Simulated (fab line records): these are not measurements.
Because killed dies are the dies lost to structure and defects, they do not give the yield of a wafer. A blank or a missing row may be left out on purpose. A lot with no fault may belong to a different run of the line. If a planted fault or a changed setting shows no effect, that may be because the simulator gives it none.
Lot-split experiment ; flow n5-finfet ; 39 wafers read from 7 lots, route of 1938 steps

## THE SPLIT ITSELF
At N5_DUMMY_GATE_ETCH_37 (etches SOC in N2/H2, target depth 60 nm, overetch 30 nm), the setting source-w was moved away from the recipe's 840 W on 15 of the 39 wafers read, by -17.5% to +7.3%. This setting was run at the recipe's value on the other wafers.

The reading comes from the split's own step.

## THE READING
rf-vpp-V, in V, at N5_DUMMY_GATE_ETCH_37 (etches SOC in N2/H2, target depth 60 nm, overetch 30 nm). Typical for fault-free wafers on this fab line: 523.9 V, with standard deviation 2.8 V.

wafer;tool, chamber at the split;source-w as run, W;against the recipe;rf-vpp-V, V;against lot-mates on the recipe
L084.1;rie-diel-03, 1;840;recipe;520.1;-
L084.2;rie-diel-03, 2;692.8;-17.5%;561.2;+39.1
L084.3;rie-diel-03, 0;692.8;-17.5%;561.4;+39.3
L084.4;rie-diel-03, 3;692.8;-17.5%;554.8;+32.7
L084.5;rie-diel-03, 2;840;recipe;525.7;-
L084.6;rie-diel-03, 1;840;recipe;520.5;-
L087.1;rie-diel-06, 0;840;recipe;520.1;-
L087.2;rie-diel-06, 3;840;recipe;517.1;-
L087.3;rie-diel-06, 2;901.4;+7.3%;512.0;-7.4
L087.4;rie-diel-06, 1;901.4;+7.3%;516.4;-3.0
L087.5;rie-diel-06, 0;840;recipe;521.1;-
L087.6;rie-diel-06, 3;901.4;+7.3%;506.5;-12.9
L088.1;rie-diel-01, 0;840;recipe;524.1;-
L088.2;rie-diel-01, 3;766;-8.8%;540.9;+16.1
L088.3;rie-diel-01, 1;840;recipe;526.3;-
L088.4;rie-diel-01, 1;766;-8.8%;542.9;+18.1
L088.5;rie-diel-01, 3;766;-8.8%;539.5;+14.7
L088.6;rie-diel-01, 0;840;recipe;523.9;-
L091.1;rie-diel-01, 1;840;recipe;526.5;-
L091.2;rie-diel-01, 2;840;recipe;526.6;-
L091.3;rie-diel-01, 3;840;recipe;523.8;-
L091.4;rie-diel-01, 0;840;recipe;523.2;-
L091.5;rie-diel-01, 0;840;recipe;523.9;-
L091.6;rie-diel-01, 3;840;recipe;524.2;-
L093.1;rie-diel-03, 0;746.4;-11.1%;548.0;+21.7
L093.2;rie-diel-03, 3;746.4;-11.1%;542.4;+16.1
L093.3;rie-diel-03, 2;840;recipe;526.9;-
L093.4;rie-diel-03, 2;840;recipe;524.9;-
L093.5;rie-diel-03, 3;746.4;-11.1%;543.1;+16.8
L093.6;rie-diel-03, 0;840;recipe;527.0;-
L094.1;rie-diel-06, 2;840;recipe;522.3;-
L094.2;rie-diel-06, 0;840;recipe;521.0;-
L094.3;rie-diel-06, 1;769.3;-8.4%;541.6;+20.8
L094.4;rie-diel-06, 3;769.3;-8.4%;534.6;+13.8
L094.5;rie-diel-06, 2;769.3;-8.4%;540.5;+19.7
L094.6;rie-diel-06, 3;840;recipe;519.2;-
L095.2;rie-diel-06, 2;840;recipe;522.3;-
L095.5;rie-diel-06, 2;840;recipe;524.5;-
L095.6;rie-diel-06, 1;840;recipe;527.8;-

FIT RESULTS
A straight line over all 39 wafers: rf-vpp-V changes by -1.93 V for each +1% of source-w; r = -0.97; the points scatter about the line by 3 V.
The same after taking each lot's own level away (the mean of its wafers on the recipe; 39 wafers): -1.86 V for each +1%; r = -0.97; scatter 3.2 V.
The reading moves by 33 V for the largest change in source-w, on that fit.
The lots' own levels span 519.43 to 526.27 V, that is 2.4 times the standard deviation above.
Consequently the slope shifts little with the lot-to-lot level, the two slopes agreeing.
Check: +32.2 V against its lot-mates is what the line predicts for one of the wafers moved furthest among these (-17.5%) when that wafer is left out of the fit. Against them it came out at +39.1 V.
Tool readings at the split's step, against how far the setting was moved: rf-vpp-V r = -0.97.

## FURTHER SPLITS ON THESE WAFERS
Before the reading, these wafers also passed through other splits. Each is held against what the fit with the lots' levels taken away leaves over:
other split on the same wafers;wafers away from the commonest value;r with rf-vpp-V (lot level and that fit taken away)
N5_DUMMY_GATE_CVD_03 temp-c;30;+0.27

## FILE'S OWN FIT
rf-vpp-V changes by -1.9 V for each +1% of source-w, r = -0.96.
